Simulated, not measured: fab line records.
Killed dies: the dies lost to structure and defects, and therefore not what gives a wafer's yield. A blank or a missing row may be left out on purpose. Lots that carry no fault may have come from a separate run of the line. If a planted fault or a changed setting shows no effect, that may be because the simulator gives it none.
fab line records	flow n5_finfet	part 1 of 2: steps 1 to 5 of 6
record lots=8	wafers=24	last_day=18
route steps=1938 shown HKMG_FIN@437 BEOL_M4@1111 PASSIVATION@1936
lots untouched by any fault: they come from a run of this same line in which no faults occurred
start_h: start of the lot's first displayed wafer, in hours after the record's first day	wait_h: hours from the lot's prior step to this one	" as in the row above	L1.1+2: several wafers, shown together as one row	- no value, or no start was given	* or withheld: withheld	< > ~ a bound
route shown NAME@n: a module of which the file shows steps, and the number in the route of the first	usual: mean/standard deviation of fault-free wafers	same: alike in all rows	chamber/n: place in a boat	sites: each site's reading	_std_site: how widely they spread, as a standard deviation	_edge_site: outer sites' mean less inner sites'	radius_mm: how far each site lies from the wafer's centre	mask NAME#n: copy n	behind: the tool/chamber that last shaped the wafer	hold: what put the lot on hold/how long, in hours/how the hold closed	device: names the non-switching transistor (n, p or np)	end of line: at the end of the route, the tests of the same wafers	a step given without rows: its recipe and nothing more	killed: not the wafer's yield, but the dies lost to structure and defects at the first sort	map: the dies of a wafer, with x for killed, . for not killed, _ for no die there
set.NAME: the setting as run; set.NAME@STEP: as run at that earlier step	model.NAME: the simulator's own value behind a step, which no gauge read
a sample of lots followed through the steps of the route, with each step as a table and each wafer as a row
services: a tool's chamber out of use, with start hour (start_h, from the record's first day; less than 0 if before it), hours out, and reason
## steps
# step N5_HKMG_FIN_STRIP_34
# recipe chemistry=CF4	resist=SiARC	power_w=300	bias_power_w=75	pressure_mtorr=50	cf4_flow_sccm=150	rf_frequency_hz=6e+07
# usual drypump_motor_current_A=5.8/0.49	oes_product_au=0.76/0.08	rf_vpp_V=271.4/1.6	showerhead_plenum_p_Torr=1.81/0.062	throttle_valve_pct=13.59/0.24
lot.wafer	tool	chamber	start_h	wait_h	drypump_motor_current_A	oes_product_au	rf_hours_counter_h	rf_vpp_V	showerhead_plenum_p_Torr	throttle_valve_pct
L743.1	rie_diel-05	1	84.74	0.0	5.2	0.87	40	272.0	1.83	13.69
L743.3	"	0	"	"	5.9	0.67	245	269.8	1.77	13.67
L743.6	"	3	"	"	4.8	0.73	-	273.8	1.87	13.64
L746.1	rie_diel-02	1	106.96	0.0	6.6	0.83	62	272.8	1.90	13.31
L746.4	"	0	"	"	6.3	0.76	148	272.0	1.79	13.37
L746.5	"	3	"	"	5.8	0.69	-	269.3	1.77	13.67
L747.1	rie_diel-02	2	108.27	0.0	5.9	0.75	167	273.9	1.86	13.52
L747.4	"	1	"	"	6.6	0.82	63	273.0	1.90	13.31
L747.6	"	3	"	"	5.8	0.68	-	271.5	1.77	13.67
L748.1	rie_diel-02	2	112.94	0.0	5.9	0.74	169	272.6	1.86	13.51
L748.3	"	3	"	"	5.8	0.69	209	270.5	1.77	13.67
L748.5	"	0	"	"	6.3	0.76	-	269.6	1.79	13.39
L754.1	rie_diel-05	1	151.40	0.0	5.2	0.82	67	270.3	1.83	13.78
L754.2	"	3	"	"	4.8	0.71	186	273.5	1.86	13.71
L754.3	"	0	"	"	5.9	0.91	14	269.7	1.76	13.14
L755.1	rie_diel-02	0	158.41	0.0	6.4	0.74	165	270.9	1.78	13.41
L755.2	"	2	"	"	5.9	0.74	183	272.8	1.85	13.56
L755.6	"	3	"	"	5.7	0.68	-	270.4	1.77	13.69
L762.1	rie_diel-05	2	195.87	0.0	5.5	0.88	17	273.7	1.91	13.36
L762.3	"	0	"	"	5.9	0.88	31	270.8	1.76	13.17
L762.4	"	1	"	"	5.2	0.81	83	271.0	1.82	13.78
L765.2	rie_diel-06	2	219.21	0.0	5.1	0.71	201	270.4	1.71	13.97
L765.3	"	3	"	"	5.7	0.84	52	273.3	1.89	13.40
L765.4	"	1	"	"	5.9	0.93	16	274.2	1.91	13.64
# step N5_HKMG_FIN_NWFM_ALD_20
# recipe material=TiAlC	target_thk_a=20	temp_c=300	ald_precursor_family=TiCl4	ald_co_reactant=TEA	pulse_time_s=3	purge_time_s=2	co_reactant_purge_time_s=2	co_reactant_pulse_time_s=10	ald_cycles=7	pressure_torr=3
# usual ald_cycles=7/0	heater_power_outer_w=276/20	heater_power_w=493/42	precursor_pulse_height_rel=0.997/0.023	susceptor_temp_C=300.03/0.22
# same co_reactant_purge_time_s=2
lot.wafer	tool	chamber	start_h	wait_h	ald_cycles	heater_power_outer_w	heater_power_w	precursor_pulse_height_rel	susceptor_temp_C
L743.1	ald_metal-04	1	86.43	0.3	7	302	534	1.012	300.10
L743.3	"	0	"	"	7	264	525	0.987	300.10
L743.6	"	3	"	"	7	297	541	0.999	300.08
L746.1	ald_metal-04	2	108.69	0.3	7	268	509	0.969	300.25
L746.4	"	1	"	"	7	297	541	0.984	299.87
L746.5	"	3	"	"	7	293	545	0.987	300.25
L747.1	ald_metal-01	2	110.01	0.3	7	278	500	1.005	299.84
L747.4	"	0	"	"	7	324	556	0.962	300.39
L747.6	"	3	"	"	7	254	422	1.005	299.79
L748.1	ald_metal-02	0	114.67	0.3	7	263	425	1.021	300.05
L748.3	"	2	"	"	7	267	506	1.029	299.99
L748.5	"	3	"	"	7	246	450	0.977	300.00
L754.1	ald_metal-01	3	153.08	0.3	7	255	427	0.969	299.96
L754.2	"	0	"	"	7	316	574	1.032	300.17
L754.3	"	2	"	"	7	269	496	1.004	300.11
L755.1	ald_metal-02	0	160.09	0.3	7	261	421	1.007	299.99
L755.2	"	2	"	"	7	275	494	0.975	299.96
L755.6	"	2	"	"	7	274	498	0.998	300.27
L762.1	ald_metal-01	0	197.55	0.3	5	327	568	1.009	-
L762.3	"	2	"	"	7	280	502	0.942	299.89
L762.4	"	3	"	"	7	267	417	1.006	300.08
L765.2	ald_metal-02	0	221.05	0.4	7	262	428	0.988	300.04
L765.3	"	2	"	"	7	271	495	1.006	299.76
L765.4	"	1	"	"	7	271	473	0.946	300.23
# step N5_HKMG_FIN_STRIP_90
# recipe chemistry=N2/H2	material=SOC	time_s=20	power_w=500	temp_c=40	pressure_mtorr=50	rf_frequency_hz=6e+07	bias_power_w=8	h2_frac=0.5	n2_flow_sccm=300	h2_flow_sccm=300
# usual drypump_motor_current_A=5.6/0.48	n2_flow_sccm=299.9/0.98	oes_product_au=0.77/0.095	rf_vpp_V=54.2/0.92	showerhead_plenum_p_Torr=3.38/0.13	throttle_valve_pct=19.2/0.35
lot.wafer	tool	chamber	start_h	wait_h	drypump_motor_current_A	n2_flow_sccm	oes_product_au	rf_hours_counter_h	rf_vpp_V	showerhead_plenum_p_Torr	throttle_valve_pct
L743.1	rie_diel-06	0	86.93	0.0	5.8	297.9	0.71	201	54.0	3.34	19.6
L743.3	"	3	"	"	5.8	301.6	0.97	4	54.8	3.58	18.9
L743.6	"	1	"	"	5.9	300.8	0.69	-	54.5	3.19	20.1
L746.1	rie_diel-05	2	109.19	0.0	5.5	299.5	0.67	247	54.3	3.18	19.0
L746.4	"	1	"	"	5.2	299.6	0.86	-	54.3	3.42	19.3
L746.5	"	2	"	"	5.6	300.7	0.67	-	53.0	3.18	19.0
L747.1	rie_diel-05	3	110.51	0.0	4.8	297.8	0.72	170	56.3	3.50	19.1
L747.4	"	3	"	"	4.9	298.9	0.72	-	54.9	3.50	19.1
L747.6	"	1	"	"	5.2	299.4	0.85	-	54.3	3.42	19.3
L748.1	rie_diel-05	2	115.16	0.0	5.5	297.3	0.66	249	54.3	3.18	19.0
L748.3	"	1	"	"	5.2	298.8	0.85	52	54.1	3.42	19.3
L748.5	"	3	"	"	4.9	301.1	0.72	-	52.1	3.50	19.1
L754.1	rie_diel-05	3	153.57	0.0	4.9	297.7	0.70	187	55.7	3.49	19.1
L754.2	"	1	"	"	5.2	300.4	0.83	68	53.4	3.41	19.3
L754.3	"	0	"	"	5.9	299.3	0.93	15	52.8	3.29	18.9
L755.1	rie_diel-05	3	160.79	0.0	4.8	299.1	0.69	191	54.3	3.49	19.1
L755.2	"	0	"	"	5.9	300.5	0.93	19	54.2	3.28	18.9
L755.6	"	0	"	"	5.9	298.4	0.93	-	51.6	3.28	18.9
L762.1	rie_diel-06	0	198.05	0.0	5.9	299.4	0.67	240	53.1	3.31	19.6
L762.3	"	1	"	"	5.9	299.7	0.97	6	54.0	3.58	19.7
L762.4	"	2	"	"	5.1	299.8	0.71	192	54.8	3.20	19.4
L765.2	rie_diel-05	0	221.54	0.0	5.9	299.6	0.89	41	55.0	3.27	19.0
L765.3	"	3	"	"	4.9	300.4	0.68	213	53.8	3.47	19.1
L765.4	"	2	"	"	5.6	298.1	0.87	26	55.3	3.57	18.6
# step N5_HKMG_FIN_ALD_21
# recipe material=TiN	target_thk_a=15	temp_c=400	ald_precursor_family=TiCl4	ald_co_reactant=NH3	pulse_time_s=1	purge_time_s=3	co_reactant_purge_time_s=2	co_reactant_pulse_time_s=2	ald_cycles=68	pressure_torr=3
# usual ald_cycles=68/0	heater_power_outer_w=542/42	heater_power_w=876/79	precursor_pulse_height_rel=0.998/0.018	susceptor_temp_C=399.99/0.22
# same co_reactant_purge_time_s=2
lot.wafer	tool	chamber	start_h	wait_h	ald_cycles	heater_power_outer_w	heater_power_w	precursor_pulse_height_rel	susceptor_temp_C
L743.1	ald_metal-04	1	87.61	0.3	68	595	955	0.984	400.03
L743.3	"	0	"	"	68	521	925	0.986	400.01
L743.6	"	0	"	"	68	509	933	1.007	400.31
L746.1	ald_metal-02	1	109.88	0.3	68	565	878	0.997	400.16
L746.4	"	3	"	"	68	493	788	1.006	399.92
L746.5	"	3	"	"	68	497	800	1.021	399.88
L747.1	ald_metal-02	1	111.20	0.3	68	550	864	0.993	399.65
L747.4	"	0	"	"	68	504	792	0.995	399.52
L747.6	"	0	"	"	68	513	775	0.986	399.89
L748.1	ald_metal-01	2	115.85	0.3	68	555	924	1.000	400.12
L748.3	"	1	"	"	68	517	836	0.998	400.34
L748.5	"	0	"	"	68	641	1006	1.026	399.91
L754.1	ald_metal-01	1	154.38	0.3	68	502	827	0.979	400.31
L754.2	"	3	"	"	68	520	760	1.038	399.86
L754.3	"	0	"	"	68	654	1008	1.004	399.49
L755.1	ald_metal-01	3	161.51	0.3	68	510	759	0.984	400.36
L755.2	"	0	"	"	68	644	1013	0.980	399.74
L755.6	"	0	"	"	68	628	1013	1.024	399.37
L762.1	ald_metal-01	2	198.74	0.3	68	560	902	0.994	399.77
L762.3	"	0	"	"	68	631	1032	1.002	400.46
L762.4	"	3	"	"	68	502	766	1.031	399.95
L765.2	ald_metal-02	0	222.27	0.3	68	523	773	1.002	399.96
L765.3	"	1	"	"	68	552	864	1.008	400.33
L765.4	"	2	"	"	68	533	900	1.014	400.06
# step N5_BEOL_M4_RC_MEAS_101
# usual DIBL_N=35.9/1.4	DIBL_P=35.9/1.7	IOFF_N=0.155/0.023	IOFF_N_85C=3.1/0.38	IOFF_N_LIN=0.072/0.009	IOFF_N_LONG=5.51e-05/2e-06	IOFF_P=0.201/0.029	IOFF_P_85C=3.5/0.43	IOFF_P_LIN=0.096/0.011	IOFF_P_LONG=0.000103/7.6e-06	ION_N=672/8.8	ION_P=460/7	SS_N=71.6/0.48	SS_P=73.1/0.64	VT_N=250.0/3	VT_N_LONG=275.0/1.7	VT_N_LVT=98.6/2.6	VT_P=-251.6/3	VT_P_LONG=-276.5/3	VT_P_LVT=-99.6/2.3
lot.wafer	tool	chamber	start_h	wait_h	DIBL_N[mV/V]	DIBL_P[mV/V]	IOFF_N[nA/um]	IOFF_N_85C[nA/um]	IOFF_N_LIN[nA/um]	IOFF_N_LONG[nA/um]	IOFF_P[nA/um]	IOFF_P_85C[nA/um]	IOFF_P_LIN[nA/um]	IOFF_P_LONG[nA/um]	ION_N[uA/um]	ION_P[uA/um]	SS_N[mV/dec]	SS_P[mV/dec]	VT_N[mV]	VT_N_LONG[mV]	VT_N_LVT[mV]	VT_P[mV]	VT_P_LONG[mV]	VT_P_LVT[mV]
L743.1	prober-02	0	172.95	0.0	34.9	33.6	0.130	2.6	0.060	5.68e-05	0.184	3.3	0.093	0.000114	652	452	71.9	72.2	256.1	274.2	102.1	-249.7	-274.0	-100.2
L743.3	"	0	"	"	34.1	33.5	0.120	2.5	0.058	5.66e-05	0.181	3.3	0.093	0.000118	660	455	71.0	72.6	254.3	277.1	102.6	-250.7	-273.2	-99.7
L743.6	"	0	"	"	35.3	35.0	0.145	2.9	0.067	5.7e-05	0.213	3.7	0.103	0.000112	664	463	71.7	72.7	251.9	275.5	99.1	-250.3	-270.0	-97.8
L747.1	prober-01	0	191.89	0.0	32.8	34.9	0.126	2.5	0.061	5.23e-05	0.168	3.0	0.081	0.0001	663	453	71.3	73.3	254.2	276.1	102.4	-257.0	-278.8	-103.7
L747.4	"	0	"	"	35.5	37.1	0.165	3.1	0.073	5.32e-05	0.200	3.5	0.094	9.8e-05	671	456	71.5	73.6	250.1	276.8	100.9	-254.1	-277.2	-101.8
L747.6	"	0	"	"	35.6	37.1	0.161	3.1	0.073	5.4e-05	0.208	3.7	0.097	9.9e-05	668	459	72.1	73.6	251.3	274.4	101.9	-250.2	-278.9	-100.7
L746.1	prober-01	0	198.70	0.0	36.1	36.3	0.168	3.3	0.078	5.57e-05	0.217	3.7	0.102	0.000106	675	460	72.0	73.0	247.6	273.2	95.5	-250.3	-276.5	-97.0
L746.4	"	0	"	"	36.0	36.4	0.163	3.2	0.077	5.67e-05	0.207	3.6	0.098	0.000106	676	458	71.1	73.4	250.3	274.4	95.0	-251.0	-278.2	-97.1
L746.5	"	0	"	"	35.6	36.0	0.172	3.3	0.080	5.68e-05	0.213	3.6	0.100	0.000106	673	457	71.3	73.2	248.9	273.3	94.8	-250.2	-276.2	-97.1
L748.1	prober-01	0	202.06	0.0	34.1	35.0	0.128	2.6	0.062	5.43e-05	0.162	2.9	0.081	9.7e-05	660	452	71.6	72.4	252.3	275.4	100.9	-254.1	-279.0	-101.5
L748.3	"	0	"	"	35.3	36.8	0.150	3.0	0.071	5.39e-05	0.179	3.2	0.087	9.3e-05	674	457	71.1	73.4	249.7	272.4	98.6	-254.3	-277.9	-100.6
L748.5	"	0	"	"	36.0	37.7	0.161	3.2	0.076	5.41e-05	0.186	3.4	0.089	9.3e-05	676	460	72.0	73.6	251.4	275.6	96.8	-253.0	-279.3	-99.6
L754.1	prober-02	0	245.48	0.0	36.2	34.6	0.138	2.8	0.067	5.54e-05	0.180	3.2	0.089	0.0001	671	461	70.9	72.2	249.2	274.1	99.6	-253.5	-273.7	-100.8
L754.2	"	0	"	"	35.2	33.5	0.123	2.5	0.060	5.52e-05	0.166	3.0	0.082	9.9e-05	666	453	70.5	72.1	253.1	277.6	100.6	-256.0	-275.9	-99.5
L754.3	"	0	"	"	37.1	35.2	0.146	2.9	0.070	5.57e-05	0.188	3.3	0.092	0.000104	672	462	71.4	72.7	251.4	275.9	98.8	-252.9	-274.8	-99.3
L755.1	prober-02	0	248.88	0.0	36.8	35.0	0.145	2.9	0.068	5.51e-05	0.215	3.7	0.098	0.000106	666	462	71.4	72.6	251.2	274.9	101.7	-248.6	-275.1	-100.5
L755.2	"	0	"	"	36.6	35.1	0.154	3.0	0.073	5.5e-05	0.227	3.8	0.105	0.000108	675	469	71.7	73.5	250.8	276.6	100.8	-249.7	-275.8	-99.1
L755.6	"	0	"	"	38.6	36.8	0.183	3.5	0.081	5.56e-05	0.245	4.1	0.110	0.000105	684	464	71.6	74.0	248.2	274.2	98.7	-249.9	-274.8	-98.3
L762.1	prober-02	0	286.47	0.0	39.1	39.8	0.037	0.9	0.016	2.34e-05	0.415	6.5	0.180	0.000147	573	482	72.3	74.4	291.7	326.8	144.6	-237.4	-258.4	-85.8
L762.3	"	0	"	"	38.5	39.4	0.195	3.8	0.088	5.55e-05	0.250	4.2	0.111	0.000104	685	464	72.4	73.7	248.6	274.7	97.4	-249.5	-278.5	-99.4
L762.4	"	0	"	"	37.6	38.0	0.187	3.6	0.087	5.58e-05	0.231	4.0	0.105	0.000101	686	469	71.8	73.0	243.6	273.7	96.3	-249.3	-277.1	-99.2
L765.2	prober-02	0	311.64	0.2	35.6	34.0	0.141	2.8	0.063	5.45e-05	0.186	3.3	0.094	0.000103	649	448	71.7	72.6	255.4	274.0	102.8	-253.7	-277.3	-100.4
L765.3	"	0	"	"	34.9	34.2	0.131	2.7	0.065	5.45e-05	0.198	3.4	0.099	0.00011	668	462	71.1	73.4	250.9	274.9	102.8	-251.9	-273.4	-100.0
L765.4	"	0	"	"	33.5	32.8	0.113	2.4	0.056	5.33e-05	0.168	3.0	0.087	0.000104	654	454	71.0	72.6	256.9	272.4	104.9	-252.6	-276.4	-101.9
## key
first_sign step=N5_HKMG_FIN_NWFM_ALD_20	reading=ald_cycles	direction=down	sigmas=99+	usual=*	struck=*
effect step=N5_BEOL_M4_RC_MEAS_101	reading=VT_N_LONG	direction=up	sigmas=31	usual=275.0	struck=326.8
effect step=N5_BEOL_M4_RC_MEAS_101	reading=VT_N_LVT	direction=up	sigmas=18	usual=98.6	struck=144.6
effect step=N5_BEOL_M4_RC_MEAS_101	reading=IOFF_N_LONG	direction=down	sigmas=16	usual=5.51e-05	struck=2.34e-05
effect step=N5_BEOL_M4_RC_MEAS_101	reading=VT_N	direction=up	sigmas=14	usual=250.0	struck=291.7
effect step=N5_BEOL_M4_RC_MEAS_101	reading=ION_N	direction=down	sigmas=11	usual=672	struck=573
effect step=N5_BEOL_M4_RC_MEAS_101	reading=IOFF_P_LIN	direction=up	sigmas=7.6	usual=0.096	struck=0.180
effect step=N5_BEOL_M4_RC_MEAS_101	reading=IOFF_P	direction=up	sigmas=7.5	usual=0.201	struck=0.415
effect step=N5_BEOL_M4_RC_MEAS_101	reading=IOFF_P_85C	direction=up	sigmas=7	usual=3.5	struck=6.5
effect step=N5_BEOL_M4_RC_MEAS_101	reading=IOFF_N_LIN	direction=down	sigmas=6.2	usual=0.072	struck=0.016
effect step=N5_BEOL_M4_RC_MEAS_101	reading=VT_P_LONG	direction=up	sigmas=6.1	usual=-276.5	struck=-258.4
effect step=N5_BEOL_M4_RC_MEAS_101	reading=VT_P_LVT	direction=up	sigmas=6	usual=-99.6	struck=-85.8
effect step=N5_BEOL_M4_RC_MEAS_101	reading=IOFF_P_LONG	direction=up	sigmas=5.9	usual=0.000103	struck=0.000147
effect step=N5_PASSIVATION_PROBE_49	reading=sort_bin_8_speed	direction=up	sigmas=99+	usual=0	struck=92.29
met_at N5_HKMG_FIN_NWFM_ALD_20
struck_lots L762
struck_wafers L762.1
not_acting_at N5_HKMG_FIN_STRIP_34,N5_HKMG_FIN_STRIP_90,N5_HKMG_FIN_ALD_21
onset_between 153.08 197.55
fault kind=process_parameter_drift	tool=ald_metal-01	chamber=-	onset_h=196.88	steps=N5_HKMG_FIN_NWFM_ALD_20	channel=ald_cycles	offset=*	shape=step	end_h=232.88	scope=struck_wafers_only	acts_in=*	stated=*
